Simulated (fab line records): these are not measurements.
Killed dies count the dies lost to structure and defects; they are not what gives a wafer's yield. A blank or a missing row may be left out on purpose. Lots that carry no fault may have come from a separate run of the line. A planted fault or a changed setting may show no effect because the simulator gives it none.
Matching of chambers :: flow n5_finfet :: rie_diel-04 running N5_BEOL_M6_STRIP_67: 4 sister chambers
The step strips in CF4. 4 wafers are shown with their chamber, then 9 later ones without.

== WAFERS WITH THEIR CHAMBER ==
wafer: L082.5
chamber: 0
showerhead_plenum_p_Torr (Torr): 1.77

wafer: L087.1
chamber: 2
showerhead_plenum_p_Torr (Torr): 1.83

wafer: L087.2
chamber: 1
showerhead_plenum_p_Torr (Torr): 1.72

wafer: L087.4
chamber: 3
showerhead_plenum_p_Torr (Torr): 1.71

== WAFERS WITHOUT THEIR CHAMBER ==
wafer: L094.4
showerhead_plenum_p_Torr (Torr): 1.71

wafer: L094.5
showerhead_plenum_p_Torr (Torr): 1.72

wafer: L094.6
showerhead_plenum_p_Torr (Torr): 1.82

wafer: L096.2
showerhead_plenum_p_Torr (Torr): 1.70

wafer: L096.3
showerhead_plenum_p_Torr (Torr): 1.72

wafer: L096.4
showerhead_plenum_p_Torr (Torr): 1.82

wafer: L097.1
showerhead_plenum_p_Torr (Torr): 1.72

wafer: L097.4
showerhead_plenum_p_Torr (Torr): 1.82

wafer: L097.6
showerhead_plenum_p_Torr (Torr): 1.72

== THE CHAMBER EACH PASSED THROUGH ==
wafer: L094.4
from the rows above: can't be placed: 3 or 1
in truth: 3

wafer: L094.5
from the rows above: can't be placed: 1 or 3
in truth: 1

wafer: L094.6
from the rows above: 2
in truth: 2

wafer: L096.2
from the rows above: can't be placed: 3 or 1
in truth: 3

wafer: L096.3
from the rows above: can't be placed: 1 or 3
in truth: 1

wafer: L096.4
from the rows above: 2
in truth: 2

wafer: L097.1
from the rows above: can't be placed: 1 or 3
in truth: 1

wafer: L097.4
from the rows above: 2
in truth: 2

wafer: L097.6
from the rows above: can't be placed: 1 or 3
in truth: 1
Placed correctly: 3 of 9. Cannot be placed on the basis of these rows: 6; the candidates contain the true chamber in 6. Wrongly placed: 0.
How it was worked out, from the rows above alone: a wafer's distance from a chamber is the root of the sum, over the readings, of the square of ((its reading less the chamber's mean) divided by the reading's scatter). If the next closest chamber is less than 2 further off than the closest, the wafer can't be placed; otherwise it belongs to the closest. The mean given for a chamber averages the wafers shown for that chamber. The scatter: root of mean squared gap, hidden wafer to nearest shown wafer, with one shown wafer a chamber.
